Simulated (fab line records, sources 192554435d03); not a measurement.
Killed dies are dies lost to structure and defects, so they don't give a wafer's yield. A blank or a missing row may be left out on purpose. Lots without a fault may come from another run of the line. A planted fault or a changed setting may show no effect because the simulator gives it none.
fab line records | flow n5_finfet
record lots=6 wafers=17 last_day=17
route steps=1938 shown BEOL_M0_SAQP@651 BEOL_M4@1111 PASSIVATION@1936
lots that met no fault: from a run of the same line without faults
start_h: hours from the record's first day to the start of the lot's first wafer shown | wait_h: hours since the lot's step before | " the same as in the row above | L1.1+2: a row that stands for several wafers | - no value, or no start given | * or withheld: withheld | < > ~ a bound
route shown NAME@n: a module of which the file shows steps, and the number in the route of the first | usual: mean/standard deviation of fault-free wafers | same: alike in all rows | chamber/n: place in a boat | sites: the reading at each site | _std_site: their standard deviation | _edge_site: outer sites' mean less inner sites' | radius_mm: how far each site lies from the wafer's centre | mask NAME#n: copy n | behind: the tool/chamber that last shaped the wafer | hold: why the lot was held/for how many hours/how that ended | device: the transistor (n, p or np) that didn't switch | end of line: the same wafers' tests at the end of the route | a step without rows: its recipe alone | killed: dies lost to structure and defects at the first sort, not the wafer's yield | map: a wafer's dies, x killed, . not, _ none there
set.NAME: the setting as run; set.NAME@STEP: as run at that earlier step | model.NAME: the simulator's own value behind a step, which no gauge read
lots at some steps of the route; a table a step, a row a wafer
services: from which hour (start_h, from the record's first day; less than 0 if before it) a tool's chamber was out of use, for how many hours, and why
## steps
# step N5_BEOL_M0_SAQP_INSPECT_16
# recipe mode=adi inspect_instrument=brightfield
# usual raw_defect_count=560/180
# columns lot.wafer tool chamber start_h wait_h raw_defect_count
L475.3 defect_inspect-01 - 122.29 0.0 543
L475.5 " - " " 565
L475.6 " - " " 572
L479.3 defect_inspect-02 - 139.76 0.0 452
L479.4 " - " " 483
L479.5 " - " " 445
L480.1 defect_inspect-02 - 142.24 0.0 469
L480.4 " - " " 541
L480.5 " - " " 586
L482.1 defect_inspect-01 - 153.98 0.0 705
L482.3 " - " " 773
L482.4 " - " " 777
L496.1 defect_inspect-01 - 232.36 0.0 656
L496.2 " - " " 519
L496.3 " - " " 615
L498.3 defect_inspect-01 - 248.27 0.0 684
L498.6 " - " " 550
# step N5_BEOL_M0_SAQP_DESCUM_19
# recipe chemistry=O2 time_s=7.9 source_power_w=50 bias_power_w=20 pressure_mtorr=20 rf_frequency_hz=2.712e+07 temp_c=40 resist=CAR-ArF o2_flow_sccm=225
# step N5_BEOL_M0_SAQP_ETCH_83
# recipe chemistry=CF4 target=SiARC target_depth_a=390 mask_material=CAR-ArF time_s=65 ion_energy_ev=80 pressure_mtorr=40 source_w=545 bias_w=36 Ar_flow_sccm=100 cf4_flow_sccm=100 ends=cleared
# usual drypump_motor_current_A=5.6/0.32 etch_rf_on_time_s=64.9/2 oes_product_au=0.65/0.068 rf_vpp_V=184.2/1.1 showerhead_plenum_p_Torr=2.15/0.046 throttle_valve_pct=15.71/0.27
# columns lot.wafer tool chamber start_h wait_h drypump_motor_current_A etch_rf_on_time_s oes_product_au rf_hours_counter_h rf_vpp_V showerhead_plenum_p_Torr throttle_valve_pct
L475.3 rie_diel-02 0 122.36 0.0 5.8 66.1 0.78 21 184.0 2.19 15.53
L475.5 " 3 " " 5.7 64.8 0.62 - 182.7 2.11 15.86
L475.6 " 2 " " 5.6 67.9 0.60 - 184.7 2.18 15.52
L479.3 rie_diel-02 0 139.83 0.0 5.8 67.0 0.76 27 183.2 2.19 15.52
L479.4 " 3 " " 5.7 65.6 0.61 216 185.0 2.11 15.87
L479.5 " 3 " " 5.8 65.9 0.61 - 184.0 2.11 15.89
L480.1 rie_diel-06 0 142.36 0.0 5.3 62.4 0.65 148 184.5 2.22 15.45
L480.4 " 0 " " 5.4 61.3 0.67 - 185.3 2.22 15.45
L480.5 " 3 " " 4.9 63.0 0.61 - 182.7 2.06 16.28
L482.1 rie_diel-02 0 154.05 0.0 5.8 66.1 0.76 32 183.9 2.19 15.57
L482.3 " 1 " " 5.9 65.5 0.61 204 182.9 2.14 15.57
L482.4 " 3 " " 5.8 65.6 0.61 222 184.8 2.10 15.88
L496.1 rie_diel-06 3 232.62 0.0 4.9 63.2 0.60 235 182.8 2.06 16.33
L496.2 " 1 " " 5.9 63.2 0.60 230 183.9 2.20 15.93
L496.3 " 2 " " 5.0 61.8 0.74 76 184.1 2.14 15.43
L498.3 rie_diel-02 0 248.84 0.0 5.8 67.5 0.71 64 185.4 2.18 15.62
L498.6 " 1 " " 5.9 66.1 0.59 - 182.8 2.13 15.61
# step N5_BEOL_M0_SAQP_ETCH_84
# recipe chemistry=N2/H2 target=SOC target_depth_a=1000 overetch_a=200 mask_material=SiARC temp_c=40 time_s=150 ion_energy_ev=200 pressure_mtorr=30 source_w=840 bias_w=150 n2_flow_sccm=200 h2_flow_sccm=200
# usual drypump_motor_current_A=5.6/0.33 oes_product_au=0.68/0.07 rf_vpp_V=524.4/2 showerhead_plenum_p_Torr=2.55/0.066 throttle_valve_pct=17.85/0.29
# columns lot.wafer tool chamber start_h wait_h drypump_motor_current_A oes_product_au rf_hours_counter_h rf_vpp_V showerhead_plenum_p_Torr throttle_valve_pct
L475.3 rie_diel-02 0 122.41 0.0 5.8 0.82 21 525.1 2.57 17.42
L475.5 " 3 " " 5.7 0.65 - 523.9 2.51 18.15
L475.6 " 2 " " 5.6 0.64 - 527.1 2.59 17.63
L479.3 rie_diel-02 0 139.88 0.0 5.8 0.80 27 524.3 2.57 17.41
L479.4 " 3 " " 5.7 0.65 216 522.9 2.51 18.15
L479.5 " 3 " " 5.8 0.64 - 523.7 2.51 18.17
L480.1 rie_diel-06 0 142.41 0.0 5.4 0.67 148 527.8 2.66 17.86
L480.4 " 0 " " 5.4 0.67 - 527.9 2.66 17.86
L480.5 " 3 " " 4.9 0.63 - 520.3 2.39 18.13
L482.1 rie_diel-02 0 154.10 0.0 5.8 0.80 32 524.8 2.56 17.44
L482.3 " 1 " " 5.9 0.65 204 522.7 2.51 17.65
L482.4 " 3 " " 5.7 0.64 222 523.3 2.51 18.16
L496.1 rie_diel-06 3 232.67 0.0 4.9 0.61 235 520.9 2.38 18.20
L496.2 " 1 " " 6.0 0.61 230 525.7 2.63 18.22
L496.3 " 2 " " 5.0 0.76 76 524.2 2.57 17.72
L498.3 rie_diel-02 0 248.89 0.0 5.8 0.75 64 524.6 2.55 17.49
L498.6 " 1 " " 5.9 0.63 - 522.5 2.50 17.70
# step N5_BEOL_M0_SAQP_STRIP_80
# recipe chemistry=N2/H2 temp_c=40 n2_flow_sccm=200 h2_flow_sccm=200 rf_frequency_hz=6e+07
# step N5_BEOL_M0_SAQP_HM_OPEN_112
# recipe chemistry=CHF3/O2 target=SiO2 stop_on=a-Si target_depth_a=120 over_etch_frac=1.25 mask_material=SOC time_s=13.5 pressure_mtorr=30 source_w=650 bias_w=170 Ar_flow_sccm=200 CHF3_flow_sccm=50 O2_flow_sccm=5 ion_energy_ev=200 ends=end_point
# usual drypump_motor_current_A=5.6/0.32 oes_product_au=0.50/0.051 rf_vpp_V=524/12 showerhead_plenum_p_Torr=2.43/0.054 throttle_valve_pct=18.92/0.26
# columns lot.wafer tool chamber start_h wait_h drypump_motor_current_A oes_product_au rf_hours_counter_h rf_vpp_V showerhead_plenum_p_Torr throttle_valve_pct
L475.3 rie_diel-02 0 122.51 0.0 5.8 0.59 21 532 2.45 18.64
L475.5 " 3 " " 5.7 0.47 - 504 2.37 19.06
L475.6 " 2 " " 5.6 0.47 - 543 2.46 18.75
L479.3 rie_diel-02 0 139.98 0.0 5.8 0.59 27 531 2.45 18.67
L479.4 " 3 " " 5.7 0.47 217 504 2.37 19.08
L479.5 " 3 " " 5.7 0.48 - 505 2.37 19.07
L480.1 rie_diel-06 0 142.51 0.0 5.3 0.48 148 534 2.52 18.75
L480.4 " 0 " " 5.3 0.49 - 534 2.52 18.77
L480.5 " 3 " " 4.9 0.46 - 511 2.32 19.53
L482.1 rie_diel-02 0 154.21 0.0 5.8 0.58 32 531 2.45 18.69
L482.3 " 1 " " 5.9 0.47 204 518 2.42 18.84
L482.4 " 3 " " 5.8 0.47 222 505 2.37 19.08
L496.1 rie_diel-06 3 232.78 0.0 4.9 0.44 235 510 2.31 19.58
L496.2 " 1 " " 6.0 0.45 230 522 2.47 19.07
L496.3 " 2 " " 5.1 0.56 76 518 2.43 18.72
L498.3 rie_diel-02 0 249.00 0.0 5.8 0.54 64 530 2.43 18.73
L498.6 " 1 " " 5.9 0.46 - 518 2.41 18.88
# step N5_BEOL_M0_SAQP_STRIP_113
# recipe chemistry=CHF3/O2 resist=SiARC rf_frequency_hz=6e+07
# step N5_BEOL_M0_SAQP_MANDREL_ETCH_20
# recipe target_depth_a=600 chemistry=HBr/Cl2 target=a-Si stop_on=SiNx bt_time_s=10 mask_material=SOC over_etch_frac=0.5 time_s=30 pressure_mtorr=10 icp_w=800 bias_w=75 HBr_flow_sccm=150 Cl2_flow_sccm=80 ends=end_point
# usual drypump_motor_current_A=5.8/0.51 oes_product_au=0.776/0.015 throttle_valve_pct=35.4/0.38
# columns lot.wafer tool chamber start_h wait_h drypump_motor_current_A oes_product_au rf_hours_counter_h throttle_valve_pct
L475.3 rie_si-02 3 122.60 0.0 4.8 0.783 2 34.9
L475.5 " 2 " " 5.7 0.795 - 35.5
L475.6 " 1 " " 5.3 0.776 - 35.3
L479.3 rie_si-06 2 140.07 0.0 5.8 0.735 84 35.3
L479.4 " 1 " " 6.6 0.778 58 35.5
L479.5 " 3 " " 6.6 0.759 - 35.6
L480.1 rie_si-02 0 142.60 0.0 5.7 0.781 6 35.6
L480.4 " 3 " " 4.7 0.788 - 34.9
L480.5 " 1 " " 5.3 0.774 - 35.3
L482.1 rie_si-01 1 154.29 0.0 5.6 0.768 109 36.0
L482.3 " 2 " " 6.5 0.781 169 35.5
L482.4 " 0 " " 5.8 0.780 178 34.8
L496.1 rie_si-02 1 232.86 0.0 5.3 0.753 6 35.3
L496.2 " 2 " " 5.7 0.777 90 35.5
L496.3 " 3 " " 4.8 0.774 5 34.9
L498.3 rie_si-06 1 249.08 0.0 6.6 0.777 60 35.5
L498.6 " 1 " " 6.6 0.786 - 35.4
# step N5_BEOL_M0_SAQP_STRIP_86
# recipe chemistry=N2/H2 power_w=500 temp_c=40 pressure_mtorr=50 rf_frequency_hz=6e+07 overash_fraction=0.3 bias_power_w=28 h2_frac=0.5 n2_flow_sccm=300 h2_flow_sccm=300
# usual drypump_motor_current_A=5.6/0.32 oes_product_au=0.76/0.087 rf_vpp_V=122.0/1.4 showerhead_plenum_p_Torr=3.36/0.079 throttle_valve_pct=18.9/0.44
# columns lot.wafer tool chamber start_h wait_h drypump_motor_current_A oes_product_au rf_hours_counter_h rf_vpp_V showerhead_plenum_p_Torr throttle_valve_pct
L475.3 rie_diel-02 3 122.69 0.1 5.8 0.73 211 123.0 3.32 19.4
L475.5 " 3 " " 5.8 0.73 - 120.9 3.32 19.4
L475.6 " 0 " " 5.8 0.93 - 121.4 3.39 18.2
L479.3 rie_diel-02 2 140.29 0.2 5.7 0.71 233 121.9 3.41 18.5
L479.4 " 1 " " 5.9 0.72 200 122.3 3.32 18.7
L479.5 " 3 " " 5.8 0.72 - 121.4 3.32 19.4
L480.1 rie_diel-02 0 142.70 0.1 5.9 0.90 28 120.6 3.39 18.2
L480.4 " 2 " " 5.6 0.71 234 126.8 3.41 18.5
L480.5 " 2 " " 5.6 0.71 - 120.9 3.41 18.5
L482.1 rie_diel-02 3 154.39 0.1 5.8 0.71 222 122.4 3.32 19.4
L482.3 " 1 " " 5.9 0.72 204 122.2 3.32 18.7
L482.4 " 0 " " 5.9 0.89 32 120.7 3.39 18.2
L496.1 rie_diel-02 1 233.02 0.1 5.9 0.71 227 122.9 3.31 18.7
L496.2 " 3 " " 5.8 0.70 248 119.6 3.30 19.4
L496.3 " 2 " " 5.7 0.96 7 119.5 3.40 18.1
L498.3 rie_diel-01 2 249.18 0.1 5.9 0.71 231 122.4 3.31 19.6
L498.6 " 1 " " 5.5 0.72 - 123.9 3.47 19.0
# step N5_BEOL_M0_SAQP_STRIP_115
# recipe chemistry=post_etch_residue_remover time_s=60 temp_c=25 remover_ph=withheld remover_water_wt_pct=withheld remover_fluoride_wt_pct=withheld
# step N5_BEOL_M0_SAQP_SRD_93
# recipe dry=ipa_marangoni time_s=30 temp_c=23 rinse_liquid=diw
# step N5_BEOL_M0_SAQP_RECESS_114
# recipe chemistry=HF/NH3 target=SiO2 target_depth_a=144 afs_cycles=3 temp_c=30 sublimation_temp_c=180 sublimation_time_s=60
# step N5_BEOL_M0_SAQP_SPACER1_ALD_98
# recipe material=SiO2 target_thk_a=128 temp_c=300 ald_precursor_family=BDEAS ald_co_reactant=O2-plasma pulse_time_s=1 purge_time_s=2 co_reactant_purge_time_s=2 ald_cycles=138 pressure_torr=2
# usual heater_power_w=467/42 precursor_pulse_height_rel=0.998/0.017 susceptor_temp_C=300.02/0.2
# columns lot.wafer tool chamber start_h wait_h heater_power_w precursor_pulse_height_rel susceptor_temp_C model.SiO2_of_BEOL_M0_SAQP_SPACER1_ALD_98.thk_nm
L475.3 ald_sin-01 1 123.37 0.3 500 1.008 300.26 12.8
L475.5 " 3 " " 482 1.018 299.93 12.6
L475.6 " 2 " " 509 0.996 299.89 12.8
L479.3 ald_sin-03 0 140.80 0.1 523 0.993 299.87 12.8
L479.4 " 1 " " 391 0.957 300.27 12.8
L479.5 " 1 " " 404 1.002 300.24 12.8
L480.1 ald_sin-03 3 143.25 0.3 481 1.013 300.15 12.8
L480.4 " 0 " " 480 1.042 285.82 13.6
L480.5 " 3 " " 473 0.985 300.26 12.8
L482.1 ald_sin-03 2 154.96 0.3 499 1.046 300.28 12.8
L482.3 " 3 " " 480 0.987 299.98 12.8
L482.4 " 0 " " 474 0.996 285.92 13.4
L496.1 ald_sin-04 0 233.77 0.5 423 1.010 300.33 12.8
L496.2 " 1 " " 414 0.957 300.39 12.8
L496.3 " 3 " " 470 0.991 300.17 12.8
L498.3 ald_sin-04 2 251.05 1.4 497 1.011 299.86 12.8
L498.6 " 0 " " 425 0.998 300.25 12.8
# step N5_BEOL_M0_SAQP_SPACER1_ETCHBACK_99
# recipe chemistry=CHF3/O2 mode=anisotropic_etchback target=SiO2 target_depth_a=154 time_s=7.7 pressure_mtorr=30 source_w=650 bias_w=170 Ar_flow_sccm=200 CHF3_flow_sccm=50 O2_flow_sccm=5 ion_energy_ev=200
# step N5_BEOL_M0_SAQP_MANDREL1_REMOVE_100
# recipe chemistry=HBr/Cl2/O2 bt_time_s=10 target=a-Si stop_on=SiNx endpoint=OES-SiCl over_etch_frac=0.85 icp_w=600 bias_w=30 HBr_flow_sccm=150 Cl2_flow_sccm=80 O2_flow_sccm=5 pressure_mtorr=10
# usual drypump_motor_current_A=5.9/0.45 oes_product_au=1.008/0.021 throttle_valve_pct=36.7/0.44
# columns lot.wafer tool chamber start_h wait_h drypump_motor_current_A oes_product_au rf_hours_counter_h throttle_valve_pct model.SiO2_of_BEOL_M0_SAQP_SPACER1_ALD_98.thk_nm model.BEOL_M0_SAQP.cd_nm
L475.3 rie_si-06 1 123.94 0.1 6.6 1.020 58 36.7 7.4 12.8
L475.5 " 3 " " 6.6 0.975 - 36.9 7.2 12.6
L475.6 " 0 " " 5.7 1.039 - 37.3 7.4 12.8
L479.3 rie_si-02 3 141.37 0.1 4.8 1.012 3 36.2 7.4 12.8
L479.4 " 3 " " 4.8 1.031 - 36.1 7.4 12.8
L479.5 " 1 " " 5.3 1.003 - 36.6 7.4 12.6
L480.1 rie_si-06 3 143.83 0.1 6.6 0.985 33 36.9 7.4 12.8
L480.4 " 1 " " 6.6 1.016 58 36.7 8.2 13.6
L480.5 " 2 " " 5.9 0.971 - 36.6 7.4 12.6
L482.1 rie_si-02 2 155.53 0.1 5.7 1.007 89 36.8 7.4 12.6
L482.3 " 3 " " 4.8 1.023 3 36.1 7.4 12.6
L482.4 " 1 " " 5.3 0.994 5 36.6 8.2 13.2
L496.1 rie_si-01 2 234.53 0.1 6.5 1.025 170 36.8 7.4 12.8
L496.2 " 0 " " 5.8 1.009 179 36.0 7.4 12.8
L496.3 " 3 " " 5.8 1.023 79 36.2 7.4 13
L498.3 rie_si-06 1 251.67 0.1 6.6 1.016 60 36.7 7.4 12.8
L498.6 " 2 " " 5.9 0.982 - 36.6 7.6 12.8
# step N5_BEOL_M0_SAQP_CD_MEAS_25
# recipe target_cd_nm=13.1 landing_energy_ev=1000 detector=se_inlens
# usual cd_nm=12.82/0.26
# columns lot.wafer tool chamber start_h wait_h cd_nm
L475.3 cd_sem-02 0 124.05 0.1 12.45
L475.5 " 0 " " 12.78
L475.6 " 0 " " 13.06
L479.3 cd_sem-03 0 141.48 0.1 12.99
L479.4 " 0 " " 12.79
L479.5 " 0 " " 12.70
L480.1 cd_sem-02 0 143.94 0.1 12.69
L480.4 " 0 " " 13.21
L480.5 " 0 " " 12.89
L482.1 cd_sem-01 0 155.64 0.1 12.47
L482.3 " 0 " " 12.62
L482.4 " 0 " " 13.10
L496.1 cd_sem-02 0 234.64 0.1 12.86
L496.2 " 0 " " 12.97
L496.3 " 0 " " 13.31
L498.3 cd_sem-01 0 251.78 0.1 12.85
L498.6 " 0 " " 12.84
# step N5_BEOL_M4_RC_MEAS_101
# usual DIBL_N=36.0/2 DIBL_P=35.9/2.5 IOFF_N=0.16/0.038 IOFF_P=0.21/0.04 ION_N=675/14 ION_P=462/9.4 SS_N=71.5/0.75 SS_P=73.2/0.74 VT_N=250/3.9 VT_P=-251/3.2
# columns lot.wafer tool chamber start_h wait_h DIBL_N[mV/V] DIBL_P[mV/V] IOFF_N[nA/um] IOFF_P[nA/um] ION_N[uA/um] ION_P[uA/um] SS_N[mV/dec] SS_P[mV/dec] VT_N[mV] VT_P[mV]
L475.3 prober-01 0 166.93 0.3 34.9 34.4 0.14 0.17 668 454 71.1 72.1 249 -252
L475.5 " 0 " " 36.7 35.1 0.18 0.19 684 460 71.7 73.0 246 -255
L475.6 " 0 " " 36.6 36.2 0.18 0.21 681 463 71.0 72.8 245 -250
L480.1 prober-02 0 192.57 0.0 34.2 34.8 0.14 0.20 679 469 70.7 72.8 251 -247
L480.4 " 0 " " 37.9 40.0 0.20 0.28 694 474 72.3 73.2 246 -246
L480.5 " 0 " " 33.7 34.0 0.12 0.18 664 463 70.7 72.5 254 -252
L479.3 prober-01 0 197.43 0.3 39.6 40.5 0.21 0.26 679 463 72.7 73.6 247 -250
L479.4 " 0 " " 35.5 36.5 0.13 0.19 644 446 70.8 73.6 255 -254
L479.5 " 0 " " 38.2 37.5 0.19 0.20 671 452 72.4 74.1 249 -255
L482.1 prober-01 0 205.11 0.0 34.7 34.0 0.14 0.18 673 457 71.0 72.8 251 -253
L482.3 " 0 " " 35.7 36.6 0.17 0.24 671 457 71.6 72.9 246 -248
L482.4 " 0 " " 34.7 33.8 0.14 0.19 677 472 71.2 73.2 250 -252
L496.1 prober-01 0 295.73 0.0 38.2 37.8 0.19 0.24 693 472 72.2 73.3 247 -250
L496.2 " 0 " " 35.3 35.8 0.12 0.22 653 462 70.7 73.6 254 -250
L496.3 " 0 " " 38.5 37.4 0.18 0.24 668 457 72.6 73.9 251 -250
L498.3 prober-01 0 311.61 0.3 38.4 37.9 0.19 0.23 675 459 72.2 74.6 250 -250
L498.6 " 0 " " 36.5 35.5 0.15 0.18 667 451 71.5 72.7 254 -251
# step N5_PASSIVATION_PROBE_49
# usual defect_limited_yield=91.3/1.5 killed_at_M0_to_M3=33/12 killed_at_M4_up=15/5.2 killed_at_contacts=12/5.1 killed_at_front_end=39/11 killed_at_other=5/3.6 killed_dies=103/18 killed_on_rim=14/4.3 killed_open=67/13 killed_short=33/7.8 sort_bin_5_function=5.1/0.96 sort_bin_6_memory=3.2/0.71 sort_n_pass=1077/18 sort_yield_pct=91.3/1.5
# same gross_dies=1180 killed_at_back_side=0 sort_bin_4_leakage[%]=0 sort_bin_8_speed[%]=0
# columns lot.wafer tool chamber start_h wait_h defect_limited_yield[%] killed_at_M0_to_M3 killed_at_M4_up killed_at_contacts killed_at_front_end killed_at_other killed_dies killed_on_rim killed_open killed_short sort_bin_5_function[%] sort_bin_6_memory[%] sort_n_pass sort_yield_pct[%]
L480.1 prober-01 - 286.46 0.0 89.8 60 11 7 38 4 120 10 81 37 6.5 3.4 1060 89.8
L480.4 prober-01 - 286.61 0.2 90.8 43 10 1 44 11 109 16 55 44 5.8 2.9 1071 90.8
L480.5 prober-01 - 286.66 0.2 90.6 44 7 11 42 7 111 22 72 36 5.9 3.1 1069 90.6
L482.4 prober-02 - 300.66 0.2 92.9 36 13 8 21 6 84 6 50 27 4.3 2.5 1096 92.9
# killed by level:class
L480.1 BEOL_M2:geometric_particle:open=18 BEOL_M0_SAQP:geometric_particle:short=13 BEOL_M3:geometric_particle:open=11 BEOL_M0_SAQP:geometric_particle:open=10 STI_FIN_REVEAL:geometric_particle:open=7 GATE_CUT:geometric_particle:short=7 FIN_SAQP:geometric_particle:open=5 DUMMY_GATE:geometric_particle:open=5
L480.4 BEOL_M1:geometric_particle:open=13 BEOL_M0_SAQP:area_ald=10 GATE_CUT:geometric_particle:short=9 DUMMY_GATE:geometric_particle:open=6 GATE_CUT:geometric_particle:open=6 FIN_SAQP:geometric_particle:short=5 STI_FIN_REVEAL:geometric_particle:open=5 ILD0:geometric_particle:short=5
L480.5 BEOL_M2:geometric_particle:open=17 MOL_CONTACT_COAG:geometric_particle:open=9 STI_FIN_REVEAL:geometric_particle:open=9 GATE_CUT:geometric_particle:open=7 GATE_CUT:geometric_particle:short=7 BEOL_M1:geometric_particle:open=7 BEOL_M0_SAQP:geometric_particle:open=6 BEOL_M0_SAQP:geometric_particle:short=5
L482.4 BEOL_M0_SAQP:geometric_particle:short=11 MOL_CONTACT_COAG:geometric_particle:open=8 BEOL_M0_SAQP:geometric_particle:open=8 BEOL_M4:geometric_particle:open=7 BEOL_M0_SAQP:area_ald=7 FIN_SAQP:geometric_particle:short=6 BEOL_M3:geometric_particle:open=6 FIN_SAQP:geometric_particle:open=4
## services
# columns tool chamber start_h hours kind
rie_si-01 - 100.82 0.3 repair
rie_diel-01 0 114.37 7.6 repair
rie_diel-06 1 127.09 2.5 repair
rie_si-02 2 137.22 8.0 repair
rie_diel-06 2 139.56 7.7 repair
rie_diel-01 3 142.69 2.2 repair
ald_sin-01 3 158.58 5.2 repair
ald_sin-03 - 161.72 6.1 pm
ald_sin-04 - 176.75 14.0 pm
rie_diel-02 1 178.83 7.1 repair
rie_si-01 2 190.70 15.4 repair
ald_sin-04 - 195.90 14.6 pm
rie_diel-02 2 196.07 - clean
rie_diel-02 2 196.07 - consumable_replace:focus_ring
ald_sin-03 0 197.94 3.1 repair
ald_sin-01 - 199.15 6.0 pm
ald_sin-01 3 211.06 9.5 repair
rie_si-06 3 217.52 6.3 repair
rie_diel-01 2 220.13 3.2 repair
ald_sin-03 - 228.96 28.1 pm
rie_diel-02 3 236.85 - clean
ald_sin-01 3 239.15 3.4 repair
rie_si-02 1 243.08 8.0 repair
rie_si-01 1 248.26 3.9 repair
## key
first_sign step=N5_BEOL_M0_SAQP_SPACER1_ALD_98 reading=susceptor_temp_C direction=down sigmas=72 usual=* struck=*
effect none on later readings
model_effect step=N5_BEOL_M0_SAQP_SPACER1_ALD_98 value=SiO2_of_BEOL_M0_SAQP_SPACER1_ALD_98.thk_nm without=12.8 struck=13.5
model_effect step=N5_BEOL_M0_SAQP_MANDREL1_REMOVE_100 value=SiO2_of_BEOL_M0_SAQP_SPACER1_ALD_98.thk_nm without=7.5 struck=8.2
met_at N5_BEOL_M0_SAQP_SPACER1_ALD_98
struck_wafers L480.4,L482.4
onset_between 140.80 143.25
fault kind=process_parameter_drift tool=ald_sin-03 chamber=0 onset_h=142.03 steps=N5_BEOL_M0_SAQP_SPACER1_ALD_98 channel=temp_c offset=* shape=step end_h=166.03 acts_in=* stated=*
